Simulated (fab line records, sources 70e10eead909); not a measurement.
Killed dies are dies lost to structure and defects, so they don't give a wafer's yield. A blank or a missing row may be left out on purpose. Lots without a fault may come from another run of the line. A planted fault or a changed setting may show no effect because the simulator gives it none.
One fault seen from 2 desks | flow nand_harc | each desk has only its own numbers; what lay behind them comes last

THE DEFECT DESK
What the inspections along the route counted, lot by lot: means of the sampled wafers that have a number. A lot is out of limits, marked OUT, if its mean lies more than 4 standard deviations from the usual mean; the brackets give that distance.
Columns: A = raw_defect_count at NHARC_P_ZERO_WELL_INSPECT_43, usual 13; B = raw_defect_count at NHARC_P_STI_INSPECT_25, usual 225
lot  | first seen here | A  | B
L547 | day 2 03:37     | 13 | 204
L548 | day 2 13:51     | 9  | 191
L549 | day 2 23:25     | 15 | 294
L550 | day 3 10:02     | 11 | 135
L551 | day 3 19:26     | 7  | 264
L552 | day 4 05:27     | 12 | 228
L553 | day 4 15:33     | 13 | 230
L554 | day 5 01:33     | 11 | 219
L555 | day 5 11:37     | 22 | 277
L557 | day 6 07:32     | 17 | 164
L564 | day 9 05:35     | 26 | 181
L567 | day 10 12:15    | 9  | 289
L568 | day 10 21:37    | 17 | 419
L569 | day 11 07:41    | 11 | 158
L570 | day 11 17:36    | 10 | 236
This desk's finding: nothing out of limits on any of the 15 lots.

THE METROLOGY DESK
What the gauges read, lot by lot, whatever tool the lot ran on: means of the sampled wafers that have a number. A lot is out of limits, marked OUT, if its mean lies more than 4 standard deviations from the usual mean; the brackets give that distance.
Columns: A = cd_nm at NHARC_P_ZERO_WELL_CD_MEAS_24, usual 719.8 nm
lot  | first seen here | A
L547 | day 1 22:35     | 719.6
L548 | day 2 08:40     | 720.7
L549 | day 2 18:27     | 720.3
L550 | day 3 04:41     | 718.1
L551 | day 3 14:28     | 720.0
L552 | day 4 00:27     | 719.6
L553 | day 4 10:34     | 720.9
L554 | day 4 20:28     | 720.7
L555 | day 5 06:41     | 718.5
L557 | day 6 02:34     | 718.9
L564 | day 9 00:36     | 719.2
L567 | day 10 06:34    | 720.9
L568 | day 10 16:36    | 719.9
L569 | day 11 02:34    | 717.8
L570 | day 11 12:37    | 720.6
This desk's finding: nothing out of limits on any of the 15 lots.

PUT TOGETHER
The defect desk saw nothing out of limits.
The metrology desk saw nothing out of limits.

WHAT THE SIMULATOR HAD PUT IN
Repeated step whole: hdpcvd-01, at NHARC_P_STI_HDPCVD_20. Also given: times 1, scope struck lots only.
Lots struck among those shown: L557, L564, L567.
